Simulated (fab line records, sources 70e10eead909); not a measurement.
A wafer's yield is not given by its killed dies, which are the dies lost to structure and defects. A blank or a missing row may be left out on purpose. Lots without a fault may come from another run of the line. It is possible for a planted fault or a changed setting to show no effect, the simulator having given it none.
Comparing a struck lot with a sound one    flow nand_harc    15 steps out of a route of 1302
Sound: the wafers L750.1, L750.2, L750.3. Wafers L757.2, L757.4, L757.6 were the ones struck. The cause is given at the end.
For every step that has rows: the tool of each side, followed by ch and its chambers, followed by its first start. Under that, the readings that differ: sound wafers    struck wafers    difference of the means    sigmas: that difference in standard deviations of wafers without a fault.
alike: readings with means less than 2 such deviations apart, plus words and numbers identical on both sides. not compared: withheld readings, readings lacking a value on some wafer, bounds such as >300 that could conceal the same value, and numbers that have no deviation in the record and whose values overlap.
Wherever a step has rows on one side only, a row that says differs or no value, or a row with sigmas, the two part there. Numbers that have no deviation but don't overlap get no sigmas and don't part them. A reading that every wafer of one side lacks parts them only if that side has two wafers or more.

NHARC_A_CHANNEL_HOLE_D2_ETCH_26: etches the open film in C4F8/O2/Ar, time 224.1 s, target depth 300 nm.
  sound on har_etch-02 ch 0,1, day 13 15:58; struck on har_etch-02 ch 1, day 16 15:06
  alike: drypump_motor_current_A, showerhead_plenum_p_Torr, throttle_valve_pct
  not compared: rf_hours_counter_h
NHARC_A_CHANNEL_HOLE_D2_ETCH_27: etches the open film in C4F8/O2/Ar, time 90 s, target depth 400 nm.
  sound on har_etch-02 ch 0,1, day 13 16:10; struck on har_etch-02 ch 1, day 16 15:18
  alike: drypump_motor_current_A, showerhead_plenum_p_Torr, throttle_valve_pct
  not compared: rf_hours_counter_h
then, 3 steps without rows for these wafers: NHARC_A_CHANNEL_HOLE_D2_STRIP_41 (strips in N2/H2); NHARC_A_CHANNEL_HOLE_D2_STRIP_42 (strips in CF4/CHF3); NHARC_A_CHANNEL_HOLE_D2_STRIP_43 (strips in O2/COS).
NHARC_A_CHANNEL_HOLE_D2_ETCH_44: etches the open film in CF4/O2, target depth 140 nm, overetch 14 nm, time 77 s.
  sound on rie_diel-06 ch 0,2,3, day 13 16:55; struck on rie_diel-11 ch 0,3, day 16 16:02
  alike: bias_w, drypump_motor_current_A, oes_product_au, rf_vpp_V, showerhead_plenum_p_Torr, throttle_valve_pct
  not compared: rf_hours_counter_h
NHARC_A_CHANNEL_HOLE_D2_STRIP_28: strips in O2.
  sound: rie_diel-06 ch 0,2,3; struck: rie_diel-11 ch 0,1,2
  alike: drypump_motor_current_A, oes_product_au, rf_vpp_V, showerhead_plenum_p_Torr, throttle_valve_pct
  not compared: rf_hours_counter_h
then, 2 steps without rows for these wafers: NHARC_A_CHANNEL_HOLE_D2_PRECLEAN_29 (cleans in SC1); NHARC_A_CHANNEL_HOLE_D2_SRD_30.
NHARC_A_CHANNEL_HOLE_D2_CD_MEAS_31:
  sound on cd_sem-03, day 13 17:43; struck on cd_sem-01, day 16 16:50
  alike: cd_nm
NHARC_A_CHANNEL_HOLE_D2_XSEM_32:
  sound on xsem-02 ch 0, day 13 17:49; struck on xsem-02 ch 0, day 16 16:56
  alike: bot_cd_nm, bow_nm, tilt_deg
NHARC_A_CHANNEL_HOLE_D2_INSPECT_40:
  sound on defect_inspect-02, day 13 17:55; struck on defect_inspect-02, day 16 17:01
  alike: raw_defect_count
NHARC_A_CHANNEL_FILL_D2_PRECLEAN_00: cleans in SC1.
  sound on wet_bench-06 ch 1,2,3, day 13 17:59; struck on wet_bench-01 ch 1,5,6, day 16 17:04
  no value came back on the struck wafers for bath_age_min, bath_guard_temp_C (C), nh4oh_flow_mL_min; on the sound wafers bath_age_min reads 0 0 0
then, 2 steps without rows for these wafers: NHARC_A_CHANNEL_FILL_D2_SRD_01; NHARC_END_SORT_01.

== WHERE THEY PART ==
NHARC_A_CHANNEL_FILL_D2_PRECLEAN_00 only, going by this record.

WHY: the cause the simulator had injected
Skipped step whole: wet_bench-01, from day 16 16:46 on, at NHARC_A_CHANNEL_FILL_D2_PRECLEAN_00. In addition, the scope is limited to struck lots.
